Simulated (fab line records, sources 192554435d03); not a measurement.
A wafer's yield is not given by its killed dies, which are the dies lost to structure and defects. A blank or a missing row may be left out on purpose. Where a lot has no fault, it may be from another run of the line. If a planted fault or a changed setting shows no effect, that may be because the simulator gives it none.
What tool caused it? | flow n5_finfet | 11 lots, 33 wafers sampled, at 2 steps of a route of 1938

## WHAT THE GAUGES SHOWED, per wafer
N5_PASSIVATION_CD_MEAS_10 targets a cd of 3000 nm.
lot  | measured     | on        | cd_nm (nm)
L942 | day 12 22:40 | cd_sem-02 | 3004 2996 3000
L943 | day 13 04:36 | cd_sem-02 | 3004 2996 2995
L945 | day 13 13:02 | cd_sem-03 | 3001 3004 3002
L947 | day 13 23:22 | cd_sem-03 | 3003 2997 2995
L948 | day 14 05:22 | cd_sem-02 | 2996 2999 3005
L950 | day 14 13:40 | cd_sem-03 | 2999 3004 2999
L951 | day 14 23:04 | cd_sem-02 | 2998 3002 2999
L959 | day 16 11:35 | cd_sem-03 | 3001 2999 3003
L960 | day 17 00:34 | cd_sem-03 | 2999 3004 2994
L961 | day 17 05:29 | cd_sem-03 | 2994 3000 2994
L965 | day 18 22:27 | cd_sem-03 | 3000 3003 2998

## EACH LOT AND THE TOOL THAT RAN IT (in order: tool; ch and the chambers of the sampled wafers; start)
lot  | N5_BEOL_M1_HM_STRIP_39
L942 | wet_bench-06 ch 4,6,7, day 6 14:22
L943 | wet_bench-02 ch 0,1,3, day 6 17:07
L945 | wet_bench-04 ch 0,4,5, day 7 06:06
L947 | wet_bench-06 ch 3,5,6, day 7 12:00
L948 | wet_bench-04 ch 3,4,6, day 7 17:40
L950 | wet_bench-02 ch 1,3,4, day 8 14:32
L951 | wet_bench-02 ch 2,6,7, day 8 20:40
L959 | wet_bench-02 ch 2,5,6, day 10 13:47
L960 | wet_bench-06 ch 1,3,7, day 10 22:27
L961 | wet_bench-04 ch 3,6,7, day 11 06:22
L965 | wet_bench-04 ch 0,6,7, day 12 04:56
- N5_BEOL_M1_HM_STRIP_39: strips TiN in peroxide tin strip, target depth 25 nm, time 158 s.

## THE ANSWER, worked out from the rows above alone
Rule: the lots themselves supply what counts as usual. Put in order of their means at a reading, lots are off if they are a third of the lots or fewer, leave a main group of 4 or more, and stand apart from it by a gap of 3 or more times the standard deviation of the main group's means; of several such gaps the widest counts. A main group is skipped when, at the precision printed for the reading in the tables above, its means are all equal. Also off: a lot with no number at a reading for which 4 or more lots have one. Where the step has rows for the other lots, those lots are counted as sound.
No lot is off on any of the readings shown, so nothing can be concluded from this.

## WHAT THE SIMULATOR HAD INSERTED
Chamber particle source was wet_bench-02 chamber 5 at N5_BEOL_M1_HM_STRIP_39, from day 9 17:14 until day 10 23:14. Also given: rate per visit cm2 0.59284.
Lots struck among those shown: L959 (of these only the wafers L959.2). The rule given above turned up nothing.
